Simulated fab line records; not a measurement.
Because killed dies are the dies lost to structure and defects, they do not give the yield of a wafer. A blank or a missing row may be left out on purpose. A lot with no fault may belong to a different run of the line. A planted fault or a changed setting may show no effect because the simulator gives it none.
Matching of chambers | flow n5_finfet | 4 sister chambers for N5_BEOL_M12_CMP_49 on cmp-02
The step polishes, stops on SiOC, t overpolish 20.6 s, target thk 320 nm. 20 wafers are shown with their chamber, then 10 later ones without.

WAFERS PAIRED WITH THEIR CHAMBERS
wafer  | chamber | motor_current_A (A) | barrier_field_endpoint_s (s) | overpolish_run_s (s)
L076.2 | 0       | 5.3                 | 31.8                         | 20.595
L076.4 | 1       | 5.9                 | 30.4                         | 20.599
L076.5 | 3       | 7.4                 | 30.9                         | 20.592
L074.4 | 0       | 5.5                 | 31.3                         | 20.597
L074.5 | 2       | 5.5                 | 30.4                         | 20.609
L074.6 | 1       | 6.2                 | 30.2                         | 20.599
L079.1 | 1       | 5.9                 | 31.2                         | 20.600
L079.2 | 0       | 5.6                 | 31.4                         | 20.604
L079.5 | 2       | 5.0                 | 30.9                         | 20.596
L082.1 | 2       | 5.1                 | 29.8                         | 20.611
L082.4 | 0       | 5.7                 | 30.4                         | 20.596
L082.5 | 1       | 6.0                 | 29.7                         | 20.605
L080.1 | 2       | 5.4                 | 30.7                         | 20.584
L080.5 | 1       | 6.0                 | 30.0                         | 20.609
L080.6 | 2       | 5.3                 | 29.8                         | 20.599
L085.3 | 2       | 5.1                 | 30.2                         | 20.605
L085.4 | 0       | 5.5                 | 31.3                         | 20.606
L085.5 | 2       | 5.2                 | 30.4                         | 20.586
L090.3 | 3       | 7.8                 | 30.0                         | 20.603
L090.5 | 3       | 7.7                 | 30.8                         | 20.593

SIGNATURES (means of the wafers above)
reading                  | chamber 0 | chamber 1 | chamber 2 | chamber 3 | scatter within a chamber
motor_current_A          | 5.520     | 6.000     | 5.229     | 7.633     | 0.164
barrier_field_endpoint_s | 31.240    | 30.300    | 30.314    | 30.567    | 0.492
overpolish_run_s         | 20.59960  | 20.60240  | 20.59857  | 20.59600  | 0.00765
Rule: distance of a wafer from a chamber = root of the sum over the readings of ((wafer's reading minus chamber's mean) / reading's scatter) squared. If the next closest chamber is less than 2 further off than the closest, the wafer can't be placed; otherwise it belongs to the closest. The scatter: take each reading less its chamber's mean, square it, sum over the shown wafers, divide by the number of wafers less the number of chambers, and take the root.

WAFERS WITH NO CHAMBER GIVEN
wafer  | motor_current_A (A) | barrier_field_endpoint_s (s) | overpolish_run_s (s)
L090.6 | 5.2                 | 31.1                         | 20.598
L093.2 | 7.0                 | 30.2                         | 20.609
L093.3 | 6.1                 | 30.3                         | 20.602
L093.4 | 5.4                 | 29.9                         | 20.609
L095.1 | 7.6                 | 29.4                         | 20.608
L095.4 | 5.5                 | 29.7                         | 20.593
L095.5 | 5.2                 | 29.4                         | 20.598
L097.2 | 5.6                 | 30.7                         | 20.617
L097.3 | 7.4                 | 30.6                         | 20.588
L097.4 | 5.5                 | 30.7                         | 20.616

WHICH CHAMBER EACH ONE RAN IN
wafer  | from the rows above          | in truth
L090.6 | can't be placed: 2 or 0      | 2
L093.2 | can't be placed: 3 or 1      | 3
L093.3 | 1                            | 1
L093.4 | can't be placed: 2 or 0 or 1 | 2
L095.1 | 3                            | 3
L095.4 | can't be placed: 2 or 0 or 1 | 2
L095.5 | 2                            | 2
L097.2 | can't be placed: 0 or 1 or 2 | 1
L097.3 | 3                            | 3
L097.4 | can't be placed: 0 or 2 or 1 | 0
Correct placement for 4 of the 10. Not placeable from these rows: 6 (in 6, the candidates include the true chamber). 0 placed wrongly.
